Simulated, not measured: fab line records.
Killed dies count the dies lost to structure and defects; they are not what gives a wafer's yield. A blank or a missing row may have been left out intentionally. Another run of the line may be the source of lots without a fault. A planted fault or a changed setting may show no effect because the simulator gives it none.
Matching of chambers | flow nand-harc | 4 sister chambers for NHARC_P_BONDPAD_CMP_32 on cmp-03
The step polishes SiCN, target thk 200 nm. 18 wafers are shown with their chamber, then 9 later ones without.

== WAFERS WITH THEIR CHAMBER ==
wafer  | chamber | motor-current-A (A) | slurry-filter-dp-kPa (kPa)
L077.1 | 1       | 13.2                | 13.71
L077.4 | 2       | 11.0                | 13.69
L077.6 | 1       | 13.4                | 13.55
L078.1 | 2       | 10.7                | 13.66
L078.3 | 0       | 12.3                | 13.72
L078.5 | 2       | 11.3                | 13.42
L081.2 | 2       | 11.8                | 13.32
L081.4 | 0       | 12.2                | 13.34
L081.5 | 1       | 13.6                | 13.32
L084.3 | 0       | 11.7                | 13.68
L084.4 | 1       | 13.0                | 13.60
L084.5 | 3       | 14.0                | 13.28
L088.2 | 1       | 12.5                | 13.60
L088.3 | 2       | 11.1                | 13.33
L088.4 | 0       | 10.8                | 13.52
L093.2 | 0       | 11.6                | 13.60
L093.4 | 1       | 13.5                | 13.59
L093.5 | 2       | 10.9                | 13.84

SIGNATURES (means of the wafers above)
reading              | chamber 0 | chamber 1 | chamber 2 | chamber 3 | scatter within a chamber
motor-current-A      | 11.720    | 13.200    | 11.133    | 14.000    | 0.461
slurry-filter-dp-kPa | 13.5720   | 13.5617   | 13.5433   | 13.2800   | 0.171
Rule: a wafer lies at a distance from a chamber equal to the root of the sum of squares, over the readings, of (its reading less the chamber's mean, divided by the reading's scatter). The wafer belongs to the nearest chamber; if the next one is less than 2 further off, it can't be placed. How the scatter is found: for the shown wafers, subtract from each reading the mean of its chamber, square and add these, divide the total by (wafers less chambers), then take the root.

== WAFERS WITHOUT THEIR CHAMBER ==
wafer  | motor-current-A (A) | slurry-filter-dp-kPa (kPa)
L094.2 | 11.5                | 13.44
L094.4 | 10.6                | 13.55
L094.5 | 12.1                | 13.49
L096.2 | 14.5                | 13.63
L096.4 | 11.5                | 13.57
L096.5 | 10.9                | 13.65
L097.1 | 11.7                | 13.70
L097.2 | 10.6                | 13.69
L097.5 | 12.0                | 13.16

== EACH ONE'S CHAMBER ==
wafer  | from the rows above               | in truth
L094.2 | can't be placed: 0 or 2           | 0
L094.4 | can't be placed: 2 or 0           | 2
L094.5 | can't be placed: 0 or 2 or 1      | 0
L096.2 | can't be placed: 3 or 1           | 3
L096.4 | can't be placed: 0 or 2           | 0
L096.5 | can't be placed: 2 or 0           | 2
L097.1 | can't be placed: 0 or 2           | 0
L097.2 | can't be placed: 2 or 0           | 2
L097.5 | can't be placed: 0 or 2 or 1 or 3 | 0
Placed correctly: 0 of 9. Not placeable from these rows: 9 (in 9, the candidates include the true chamber). Wrongly placed: 0.
